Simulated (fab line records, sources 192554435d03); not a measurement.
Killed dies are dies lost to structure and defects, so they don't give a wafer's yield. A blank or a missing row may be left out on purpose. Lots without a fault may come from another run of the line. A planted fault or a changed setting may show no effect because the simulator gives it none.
Chamber matching | flow n5_finfet | N5_BEOL_M14_TRENCH_ETCH_34 on rie_diel-01: 4 sister chambers
The step etches SiO2 in C4F8/O2/Ar, target depth 556.65 nm, time 126.9 s. 8 wafers are shown with their chamber, then 9 later ones without.

WAFERS WITH THEIR CHAMBER
wafer  | chamber | rf_vpp_V (V) | showerhead_plenum_p_Torr (Torr)
L075.5 | 1       | 2226         | 3.53
L078.4 | 1       | 2224         | 3.53
L079.3 | 3       | 2159         | 3.49
L082.5 | 0       | 2226         | 3.64
L082.6 | 2       | 2185         | 3.56
L083.1 | 0       | 2223         | 3.64
L083.3 | 2       | 2184         | 3.55
L083.5 | 3       | 2158         | 3.48

WAFERS WITHOUT THEIR CHAMBER
wafer  | rf_vpp_V (V) | showerhead_plenum_p_Torr (Torr)
L084.3 | 2225         | 3.63
L084.5 | 2223         | 3.52
L084.6 | 2223         | 3.63
L085.3 | 2158         | 3.48
L085.4 | 2187         | 3.55
L085.6 | 2224         | 3.52
L096.1 | 2222         | 3.63
L096.2 | 2157         | 3.47
L096.4 | 2223         | 3.51

WHICH CHAMBER EACH WENT THROUGH
wafer  | from the rows above | in truth
L084.3 | 0                   | 0
L084.5 | 1                   | 1
L084.6 | 0                   | 0
L085.3 | 3                   | 3
L085.4 | 2                   | 2
L085.6 | 1                   | 1
L096.1 | 0                   | 0
L096.2 | 3                   | 3
L096.4 | 1                   | 1
Placed correctly: 9 of 9. Can't be placed from these rows: 0. Placed wrongly: 0.
How it was worked out, from the rows above alone: a wafer's distance from a chamber is the root of the sum, over the readings, of the square of ((its reading less the chamber's mean) divided by the reading's scatter). The wafer belongs to the nearest chamber; if the next one is less than 2 further off, it can't be placed. A chamber's mean is the mean of its shown wafers. The scatter: the root of (the sum of the squares of (reading less its chamber's mean) over the shown wafers, divided by (wafers less chambers)).
